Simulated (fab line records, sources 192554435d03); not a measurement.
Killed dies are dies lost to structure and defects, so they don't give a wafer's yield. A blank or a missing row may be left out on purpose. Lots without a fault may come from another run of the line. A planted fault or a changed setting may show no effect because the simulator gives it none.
Split-lot experiment | flow n5_finfet | 7 lots, 21 wafers read, on a route of 1938 steps

THE SPLIT
At N5_WELL_APT_PEB_23 (peb time 90 s), the setting peb_temp_c was moved away from the recipe's 130 C on 6 of the 21 wafers read, by -2.6% to +1.8%. The other wafers ran this setting at the recipe's value.

FROM THE SPLIT TO THE READING: what the file shows between them, 2 steps
- N5_WELL_APT_DEVELOP_24: develop time 45 s
- N5_WELL_APT_HARDBAKE_29: time 120 s

THE READING
cd_nm, in nm, at N5_WELL_APT_CD_MEAS_25 (target cd 200 nm). Fault-free wafers of this fab line usually give 199.6 nm, standard deviation 1.5 nm.

wafer  | tool, chamber at the split | peb_temp_c as run, C | against the recipe | cd_nm, nm | against lot-mates on the recipe
L075.3 | litho_track-01, 0          | 129                  | -0.8%              | 192.7     | -6.9
L075.4 | litho_track-01, 0          | 130                  | recipe             | 200.2     | -
L075.6 | litho_track-01, 0          | 130                  | recipe             | 199.1     | -
L076.3 | litho_track-04, 0          | 130                  | recipe             | 199.7     | -
L076.5 | litho_track-04, 0          | 130                  | recipe             | 200.0     | -
L076.6 | litho_track-04, 0          | 130                  | recipe             | 200.8     | -
L077.1 | litho_track-04, 0          | 126.6                | -2.6%              | 176.8     | -25.1
L077.2 | litho_track-04, 0          | 126.6                | -2.6%              | 179.2     | -22.7
L077.3 | litho_track-04, 0          | 130                  | recipe             | 201.9     | -
L080.2 | litho_track-01, 0          | 127.7                | -1.8%              | 187.2     | -12.7
L080.3 | litho_track-01, 0          | 130                  | recipe             | 200.8     | -
L080.5 | litho_track-01, 0          | 130                  | recipe             | 199.0     | -
L081.3 | litho_track-04, 0          | 130                  | recipe             | 197.0     | -
L081.5 | litho_track-04, 0          | 130                  | recipe             | 198.6     | -
L081.6 | litho_track-04, 0          | 130                  | recipe             | 198.0     | -
L083.1 | litho_track-01, 0          | 130                  | recipe             | 199.1     | -
L083.3 | litho_track-01, 0          | 132.3                | +1.8%              | 209.4     | +10.3
L083.4 | litho_track-01, 0          | 132.3                | +1.8%              | 209.9     | +10.8
L093.1 | litho_track-03, 0          | 130                  | recipe             | 202.9     | -
L093.4 | litho_track-03, 0          | 130                  | recipe             | 202.6     | -
L093.5 | litho_track-03, 0          | 130                  | recipe             | 199.9     | -

THE FIT
A straight line over all 21 wafers: cd_nm changes by +7.38 nm for each +1% of peb_temp_c; r = +0.97; the points scatter about the line by 1.9 nm.
The same after taking each lot's own level away (the mean of its wafers on the recipe; 21 wafers): +7.93 nm for each +1%; r = +0.98; scatter 1.6 nm.
On that fit, the largest move of peb_temp_c shifts the reading by 21 nm.
The lots' own levels span 197.87 to 201.90 nm, that is 2.7 times the standard deviation above.
So the lot-to-lot level changes the slope little: the two slopes agree.
Check: with one of the wafers moved furthest among these (-2.6%) left out of the fit, the line predicts -19.7 nm for it against its lot-mates. It came out at -25.1 nm against them.

OTHER SPLITS ON THESE WAFERS
These wafers also went through other splits before the reading. Each is held against what the fit with the lots' levels taken away leaves over:
other split on the same wafers  | wafers away from the commonest value | r with cd_nm (lot level and that fit taken away)
N5_ZERO_LAYER_EXPOSE_08 dose_mj | 7                                    | -0.04
N5_ZERO_LAYER_DESCUM_16 time_s  | 7                                    | +0.34
N5_WELL_APT_COAT_19 spin_rpm    | 5                                    | +0.02

THE WHOLE CHAIN: every reading that the file lists as answering this split, in the file's order
step                   | what it does             | reading                                                         | change (the file's fit)              | r (the file's)
N5_WELL_APT_CD_MEAS_25 | target cd 200 nm         | cd_nm                                                           | +7.96 nm for each +1% of the setting | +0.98
N5_WELL_APT_DESCUM_30  | chemistry O2, time 7.9 s | WELL_APT.cd_nm (the simulator's own value, which no gauge read) | +8.04 nm for each +1% of the setting | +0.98

THE FILE'S OWN FIT
cd_nm changes by +7.96 nm for each +1% of peb_temp_c, r = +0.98.
